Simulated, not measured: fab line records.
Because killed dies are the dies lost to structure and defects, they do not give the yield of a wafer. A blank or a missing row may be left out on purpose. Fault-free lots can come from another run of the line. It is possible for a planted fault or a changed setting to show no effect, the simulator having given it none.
Matching of chambers    flow n5 finfet    3 sister chambers for N5_BEOL_M4_PRE_CLEAN_60 on cvd co-01
The step time 15 s. 16 wafers are shown with their chamber, then 8 later ones without.

WAFERS, EACH WITH ITS CHAMBER
wafer   chamber  heater power w (W)
L075.1  2        85
L075.3  1        98
L075.6  1        99
L079.2  1        99
L079.3  0        64
L079.4  0        64
L078.2  0        64
L078.4  1        102
L078.6  0        64
L082.2  0        64
L082.5  1        100
L082.6  2        87
L089.2  1        99
L089.4  2        87
L089.6  1        101
L093.1  1        103

SIGNATURES, as means of the wafers listed above
reading         chamber 0  chamber 1  chamber 2  scatter within a chamber
heater power w  64.00      100.12     86.33      1.35
Rule: distance of a wafer from a chamber = root of the sum over the readings of ((wafer's reading minus chamber's mean) / reading's scatter) squared. If the next closest chamber is less than 2 further off than the closest, the wafer can't be placed; otherwise it belongs to the closest. The scatter is the square root of a quotient: the sum, over the shown wafers, of each reading's squared deviation from its chamber's mean, divided by wafers minus chambers.

WAFERS WHOSE CHAMBER IS MISSING
wafer   heater power w (W)
L093.5  103
L093.6  89
L094.2  87
L094.3  100
L094.4  88
L096.2  91
L096.3  63
L096.4  100

CHAMBER TAKEN BY EACH
wafer   from the rows above  in truth
L093.5  1                    1
L093.6  2                    2
L094.2  2                    2
L094.3  1                    1
L094.4  2                    2
L096.2  2                    2
L096.3  0                    0
L096.4  1                    1
Placed correctly: 8 of 8. From these rows, 0 cannot be placed. Placed wrongly: 0.
